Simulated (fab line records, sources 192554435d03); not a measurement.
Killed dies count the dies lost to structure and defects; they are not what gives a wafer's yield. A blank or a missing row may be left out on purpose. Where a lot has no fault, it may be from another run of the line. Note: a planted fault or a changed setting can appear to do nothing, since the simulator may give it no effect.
Matching of chambers / flow n5-finfet / N5_FIN_SAQP_ETCH_65 on rie-si-03 has 4 sister chambers
The step etches SiO2 in CF4, target depth 4 nm, time 4.4 s. 18 wafers are shown with their chamber, then 9 later ones without.

## WAFERS PAIRED WITH THEIR CHAMBERS
wafer=L074.1; chamber=2; throttle-valve-pct (%)=21.82; oes-product-au (a.u.)=1.02
wafer=L074.3; chamber=1; throttle-valve-pct (%)=21.40; oes-product-au (a.u.)=1.04
wafer=L074.5; chamber=2; throttle-valve-pct (%)=21.80; oes-product-au (a.u.)=1.01
wafer=L077.1; chamber=1; throttle-valve-pct (%)=21.41; oes-product-au (a.u.)=1.03
wafer=L077.2; chamber=2; throttle-valve-pct (%)=21.81; oes-product-au (a.u.)=1.00
wafer=L077.3; chamber=0; throttle-valve-pct (%)=21.71; oes-product-au (a.u.)=0.96
wafer=L077.4; chamber=3; throttle-valve-pct (%)=21.68; oes-product-au (a.u.)=1.03
wafer=L077.5; chamber=2; throttle-valve-pct (%)=21.80; oes-product-au (a.u.)=1.01
wafer=L077.6; chamber=3; throttle-valve-pct (%)=21.68; oes-product-au (a.u.)=1.04
wafer=L078.1; chamber=3; throttle-valve-pct (%)=21.70; oes-product-au (a.u.)=1.04
wafer=L078.4; chamber=0; throttle-valve-pct (%)=21.71; oes-product-au (a.u.)=0.98
wafer=L078.6; chamber=2; throttle-valve-pct (%)=21.82; oes-product-au (a.u.)=1.01
wafer=L085.1; chamber=3; throttle-valve-pct (%)=21.66; oes-product-au (a.u.)=1.02
wafer=L085.2; chamber=2; throttle-valve-pct (%)=21.80; oes-product-au (a.u.)=1.01
wafer=L085.6; chamber=1; throttle-valve-pct (%)=21.39; oes-product-au (a.u.)=1.03
wafer=L093.1; chamber=0; throttle-valve-pct (%)=21.73; oes-product-au (a.u.)=0.99
wafer=L093.2; chamber=1; throttle-valve-pct (%)=21.39; oes-product-au (a.u.)=1.03
wafer=L093.3; chamber=2; throttle-valve-pct (%)=21.80; oes-product-au (a.u.)=1.02

SIGNATURES (means of the wafers above)
reading=throttle-valve-pct; chamber 0=21.7167; chamber 1=21.3975; chamber 2=21.8071; chamber 3=21.6800; scatter within a chamber=0.0116
reading=oes-product-au; chamber 0=0.9767; chamber 1=1.0325; chamber 2=1.0114; chamber 3=1.0325; scatter within a chamber=0.00887
Rule: a wafer's distance from a chamber is the root of the sum, over the readings, of the square of ((its reading less the chamber's mean) divided by the reading's scatter). If the next closest chamber is less than 2 further off than the closest, the wafer can't be placed; otherwise it belongs to the closest. The scatter is the square root of a quotient: the sum, over the shown wafers, of each reading's squared deviation from its chamber's mean, divided by wafers minus chambers.

## WAFERS WITH NO CHAMBER GIVEN
wafer=L094.2; throttle-valve-pct (%)=21.73; oes-product-au (a.u.)=0.99
wafer=L094.3; throttle-valve-pct (%)=21.82; oes-product-au (a.u.)=1.04
wafer=L094.5; throttle-valve-pct (%)=21.40; oes-product-au (a.u.)=1.03
wafer=L095.1; throttle-valve-pct (%)=21.41; oes-product-au (a.u.)=1.04
wafer=L095.3; throttle-valve-pct (%)=21.66; oes-product-au (a.u.)=1.04
wafer=L095.6; throttle-valve-pct (%)=21.75; oes-product-au (a.u.)=0.99
wafer=L097.1; throttle-valve-pct (%)=21.73; oes-product-au (a.u.)=0.98
wafer=L097.3; throttle-valve-pct (%)=21.68; oes-product-au (a.u.)=1.03
wafer=L097.6; throttle-valve-pct (%)=21.72; oes-product-au (a.u.)=0.98

## WHICH CHAMBER EACH WENT THROUGH
wafer=L094.2; from the rows above=0; in truth=0
wafer=L094.3; from the rows above=2; in truth=2
wafer=L094.5; from the rows above=1; in truth=1
wafer=L095.1; from the rows above=1; in truth=1
wafer=L095.3; from the rows above=3; in truth=3
wafer=L095.6; from the rows above=0; in truth=0
wafer=L097.1; from the rows above=0; in truth=0
wafer=L097.3; from the rows above=3; in truth=3
wafer=L097.6; from the rows above=0; in truth=0
Placed correctly: 9 of 9. Not placeable from these rows: 0. Placed wrongly: 0.
